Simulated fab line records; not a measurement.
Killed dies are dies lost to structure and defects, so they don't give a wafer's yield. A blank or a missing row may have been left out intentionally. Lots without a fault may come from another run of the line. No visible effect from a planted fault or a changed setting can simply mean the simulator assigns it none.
Struck lot and sound lot, side by side | flow n5Finfet | 16 steps out of a route of 1938
Sound: wafers L939.2, L939.3, L939.6. Struck: wafer L946.2 (left out: L946.6, a lot-mate that was not struck); the cause follows at the end.
Each step with rows lists, per side, the tool, then ch with its chambers, then its first start. Under that, the readings that differ: sound wafers | struck wafers | difference of the means | sigmas: that difference in standard deviations of wafers without a fault.
alike: a reading whose means differ by less than 2 such deviations, as well as words and numbers matching on both sides. not compared: withheld readings; readings where some wafer has no value; bounds like >300 that might hide an equal value; numbers whose values overlap and for which the record gives no deviation.
The two part at a step that has a row with sigmas, a row that says differs or no value, or rows on one side only. When numbers do not overlap yet have no deviation, they are printed without sigmas and do not part them. A reading missing from all wafers of one side parts the sides only when that side holds two or more wafers.

N5_BEOL_M0_SAQP_HM_OPEN_112: chemistry CHF3/O2, target SiO2, stops on a-Si, target depth 12 nm, time 13.5 s.
  sound on rieDiel-06 ch 1,2,3, day 6 05:59; struck on rieDiel-02 ch 1, day 8 03:59
  alike: drypumpMotorCurrentA, oesProductAu, rfFwdPowerW, rfVppV, showerheadPlenumPTorr, throttleValvePct
  not compared: rfHoursCounterH
then, 5 steps without rows for these wafers: N5_BEOL_M0_SAQP_STRIP_113 (strips in CHF3/O2); N5_BEOL_M0_SAQP_MANDREL_ETCH_20 (etches a-Si in HBr/Cl2, stops on SiNx, target depth 60 nm, bt time 10 s, time 30 s); N5_BEOL_M0_SAQP_STRIP_86 (strips in N2/H2); N5_BEOL_M0_SAQP_STRIP_115 (strips in post etch residue remover, time 60 s); N5_BEOL_M0_SAQP_SRD_93 (time 30 s).
N5_BEOL_M0_SAQP_RECESS_114: chemistry HF/NH3, target SiO2, target depth 14.4 nm, afs cycles 3, sublimation time 60 s.
  sound on vaporEtch-01 ch 0,1, day 6 06:17; struck on vaporEtch-02 ch 0, day 8 04:22
  alike: drypumpMotorCurrentA
N5_BEOL_M0_SAQP_SPACER1_ALD_98: deposits SiO2, target thk 12.8 nm, pulse time 1 s, purge time 2 s.
  sound on aldSin-02 ch 0,1,3, day 6 06:40; struck on aldSin-02 ch 0, day 8 09:04
  alike: heaterPowerW, precursorPulseHeightRel
then, 2 steps without rows for these wafers: N5_BEOL_M0_SAQP_SPACER1_ETCHBACK_99 (etches SiO2 in CHF3/O2, target depth 15.4 nm, time 7.7 s); N5_BEOL_M0_SAQP_MANDREL1_REMOVE_100 (chemistry HBr/Cl2/O2, target a-Si, stops on SiNx, bt time 10 s).
N5_BEOL_M0_SAQP_CD_MEAS_25 targets a cd of 13.1 nm.
  sound on cdSem-02 ch 0, day 6 07:32; struck on cdSem-03 ch 0, day 8 09:53
  alike: cdNm
N5_BEOL_M0_SAQP_ETCH_101: etches SiNx in CH3F/O2, target depth 29.9 nm, time 42.7 s.
  sound on rieDiel-05 ch 0,1,2, day 6 07:34; struck on rieDiel-02 ch 0, day 8 09:57
reading             | sound          | struck | difference | sigmas
oesProductAu (a.u.) | 0.70 0.76 0.76 | 0.93   | +0.19      | +2
  alike: drypumpMotorCurrentA, rfFwdPowerW, rfVppV, showerheadPlenumPTorr, throttleValvePct
  not compared: rfHoursCounterH
N5_BEOL_M0_SAQP_ETCH_102: etches SiO2 in CF4, target depth 4 nm, time 4.4 s.
  sound on rieSi-01 ch 0,1,3, day 6 07:40; struck on rieSi-05 ch 3, day 8 10:03
reading                 | sound             | struck | difference | sigmas
oesProductAu (a.u.)     | 0.967 0.990 1.009 | 1.438  | +0.449     | +24
rfFwdPowerW (W)         | 789 789 793       | 780    | -10        | -3
throttleValvePct (%)    | 21.60 21.76 21.94 | 22.01  | +0.24      | +2
model.etch.depthNm (nm) | 4.002 4.075 4.05  | 6.874  | +2.832     | 
  alike: drypumpMotorCurrentA
  not compared: rfHoursCounterH
N5_BEOL_M0_SAQP_MANDREL_ETCH_103: etches a-Si in HBr/Cl2, stops on SiCN, target depth 45 nm, bt time 10 s, time 27 s.
  sound on rieSi-01 ch 0,1,3, day 6 07:43; struck on rieSi-05 ch 3, day 8 10:05
reading           | sound             | struck | difference | sigmas
mfcCl2Sccm (sccm) | 79.87 79.96 80.17 | 79.49  | -0.51      | -2
  alike: drypumpMotorCurrentA, oesProductAu, rfFwdPowerW, throttleValvePct
  not compared: rfHoursCounterH
-- here the record skips 2 days between the struck wafers' starts before and after, leaving off in module BEOL_M0_SAQP and picking up in module BEOL_M4 (first step shown: number 1111 of the route) --
N5_BEOL_M4_RC_MEAS_101:
  sound on prober-01 ch 0, day 9 02:55; struck on prober-01 ch 0, day 10 16:23
reading        | sound                | struck | difference | sigmas
IOFF_P (nA/um) | 0.214 0.180 0.194    | 0.252  | +0.056     | +2
VT_P (mV)      | -252.2 -251.2 -253.7 | -246.0 | +6.4       | +3
  alike: DIBL_N, DIBL_P, IOFF_N, ION_N, ION_P, SS_N, SS_P, VT_N
-- here the record skips 4 days between the struck wafers' starts before and after, leaving off in module BEOL_M4 and picking up in module PASSIVATION (first step shown: number 1936 of the route) --
N5_PASSIVATION_PROBE_49:
  sound on prober-02, day 13 11:44; struck on prober-01, day 15 02:11
  alike: defectLimitedYield, killed_at_M0_to_M3, killed_at_M4_up, killedAtContacts, killedAtFrontEnd, killedAtOther, killedDies, killedOpen, killedShort, sort_bin_5_function, sort_bin_6_memory, sortNPass, sortYieldPct

## WHERE THEY PART
First at N5_BEOL_M0_SAQP_ETCH_101; last, within this record, at N5_BEOL_M4_RC_MEAS_101. Later steps at which nothing parts them and some readings are alike: N5_PASSIVATION_PROBE_49.

WHY: whatever the simulator had introduced
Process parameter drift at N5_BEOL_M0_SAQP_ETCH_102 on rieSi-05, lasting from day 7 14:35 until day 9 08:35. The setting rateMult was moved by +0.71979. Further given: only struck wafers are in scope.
